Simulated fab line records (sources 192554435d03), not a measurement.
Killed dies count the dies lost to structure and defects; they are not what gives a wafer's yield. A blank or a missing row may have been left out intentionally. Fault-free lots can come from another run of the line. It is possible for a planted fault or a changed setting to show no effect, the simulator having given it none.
Matching of chambers || flow n5-finfet || rie-diel-04 running N5_BEOL_M5_ETCH_67: 4 sister chambers
The step etches SiARC in CF4, target depth 15.6 nm, time 26 s. 16 wafers are shown with their chamber, then 8 later ones without.

WAFERS WITH THEIR CHAMBER
{"wafer": "L075.3", "chamber": 2, "drypump-motor-current-A (A)": 6.2, "throttle-valve-pct (%)": 15.13, "oes-product-au (a.u.)": 0.76}
{"wafer": "L075.4", "chamber": 1, "drypump-motor-current-A (A)": 5.7, "throttle-valve-pct (%)": 15.37, "oes-product-au (a.u.)": 0.65}
{"wafer": "L075.6", "chamber": 2, "drypump-motor-current-A (A)": 6.2, "throttle-valve-pct (%)": 15.13, "oes-product-au (a.u.)": 0.75}
{"wafer": "L079.3", "chamber": 0, "drypump-motor-current-A (A)": 5.8, "throttle-valve-pct (%)": 15.90, "oes-product-au (a.u.)": 0.59}
{"wafer": "L079.5", "chamber": 1, "drypump-motor-current-A (A)": 5.7, "throttle-valve-pct (%)": 15.41, "oes-product-au (a.u.)": 0.65}
{"wafer": "L079.6", "chamber": 0, "drypump-motor-current-A (A)": 5.8, "throttle-valve-pct (%)": 15.91, "oes-product-au (a.u.)": 0.59}
{"wafer": "L080.3", "chamber": 0, "drypump-motor-current-A (A)": 5.8, "throttle-valve-pct (%)": 15.92, "oes-product-au (a.u.)": 0.60}
{"wafer": "L080.4", "chamber": 1, "drypump-motor-current-A (A)": 5.7, "throttle-valve-pct (%)": 15.39, "oes-product-au (a.u.)": 0.65}
{"wafer": "L080.6", "chamber": 2, "drypump-motor-current-A (A)": 6.2, "throttle-valve-pct (%)": 15.14, "oes-product-au (a.u.)": 0.73}
{"wafer": "L081.3", "chamber": 0, "drypump-motor-current-A (A)": 5.7, "throttle-valve-pct (%)": 15.91, "oes-product-au (a.u.)": 0.59}
{"wafer": "L081.4", "chamber": 2, "drypump-motor-current-A (A)": 6.2, "throttle-valve-pct (%)": 15.17, "oes-product-au (a.u.)": 0.73}
{"wafer": "L081.5", "chamber": 3, "drypump-motor-current-A (A)": 5.2, "throttle-valve-pct (%)": 15.57, "oes-product-au (a.u.)": 0.60}
{"wafer": "L083.2", "chamber": 3, "drypump-motor-current-A (A)": 5.2, "throttle-valve-pct (%)": 15.59, "oes-product-au (a.u.)": 0.59}
{"wafer": "L083.5", "chamber": 2, "drypump-motor-current-A (A)": 6.2, "throttle-valve-pct (%)": 15.16, "oes-product-au (a.u.)": 0.73}
{"wafer": "L083.6", "chamber": 1, "drypump-motor-current-A (A)": 5.7, "throttle-valve-pct (%)": 15.39, "oes-product-au (a.u.)": 0.65}
{"wafer": "L084.1", "chamber": 2, "drypump-motor-current-A (A)": 6.2, "throttle-valve-pct (%)": 15.16, "oes-product-au (a.u.)": 0.73}

SIGNATURES (averages over the wafers above)
{"reading": "drypump-motor-current-A", "chamber 0": 5.775, "chamber 1": 5.700, "chamber 2": 6.200, "chamber 3": 5.200, "scatter within a chamber": 0.025}
{"reading": "throttle-valve-pct", "chamber 0": 15.9100, "chamber 1": 15.3900, "chamber 2": 15.1483, "chamber 3": 15.5800, "scatter within a chamber": 0.015}
{"reading": "oes-product-au", "chamber 0": 0.5925, "chamber 1": 0.6500, "chamber 2": 0.7383, "chamber 3": 0.5950, "scatter within a chamber": 0.00917}
Rule: a wafer lies at a distance from a chamber equal to the root of the sum of squares, over the readings, of (its reading less the chamber's mean, divided by the reading's scatter). The wafer belongs to the nearest chamber; if the next one is less than 2 further off, it can't be placed. The scatter is the square root of a quotient: the sum, over the shown wafers, of each reading's squared deviation from its chamber's mean, divided by wafers minus chambers.

WAFERS WITH NO CHAMBER GIVEN
{"wafer": "L084.3", "drypump-motor-current-A (A)": 5.2, "throttle-valve-pct (%)": 15.58, "oes-product-au (a.u.)": 0.60}
{"wafer": "L084.5", "drypump-motor-current-A (A)": 5.2, "throttle-valve-pct (%)": 15.57, "oes-product-au (a.u.)": 0.59}
{"wafer": "L085.1", "drypump-motor-current-A (A)": 5.2, "throttle-valve-pct (%)": 15.60, "oes-product-au (a.u.)": 0.59}
{"wafer": "L085.3", "drypump-motor-current-A (A)": 5.6, "throttle-valve-pct (%)": 15.42, "oes-product-au (a.u.)": 0.64}
{"wafer": "L085.4", "drypump-motor-current-A (A)": 5.6, "throttle-valve-pct (%)": 15.42, "oes-product-au (a.u.)": 0.64}
{"wafer": "L096.3", "drypump-motor-current-A (A)": 5.8, "throttle-valve-pct (%)": 15.45, "oes-product-au (a.u.)": 0.81}
{"wafer": "L096.4", "drypump-motor-current-A (A)": 5.7, "throttle-valve-pct (%)": 15.45, "oes-product-au (a.u.)": 0.62}
{"wafer": "L096.6", "drypump-motor-current-A (A)": 5.8, "throttle-valve-pct (%)": 15.45, "oes-product-au (a.u.)": 0.80}

WHICH CHAMBER EACH WENT THROUGH
{"wafer": "L084.3", "from the rows above": 3, "in truth": 3}
{"wafer": "L084.5", "from the rows above": 3, "in truth": 3}
{"wafer": "L085.1", "from the rows above": 3, "in truth": 3}
{"wafer": "L085.3", "from the rows above": 1, "in truth": 1}
{"wafer": "L085.4", "from the rows above": 1, "in truth": 1}
{"wafer": "L096.3", "from the rows above": 1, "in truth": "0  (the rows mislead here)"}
{"wafer": "L096.4", "from the rows above": 1, "in truth": 1}
{"wafer": "L096.6", "from the rows above": 1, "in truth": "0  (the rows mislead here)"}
Correct placement for 6 of the 8. From these rows, 0 cannot be placed. Placed wrongly: 2.
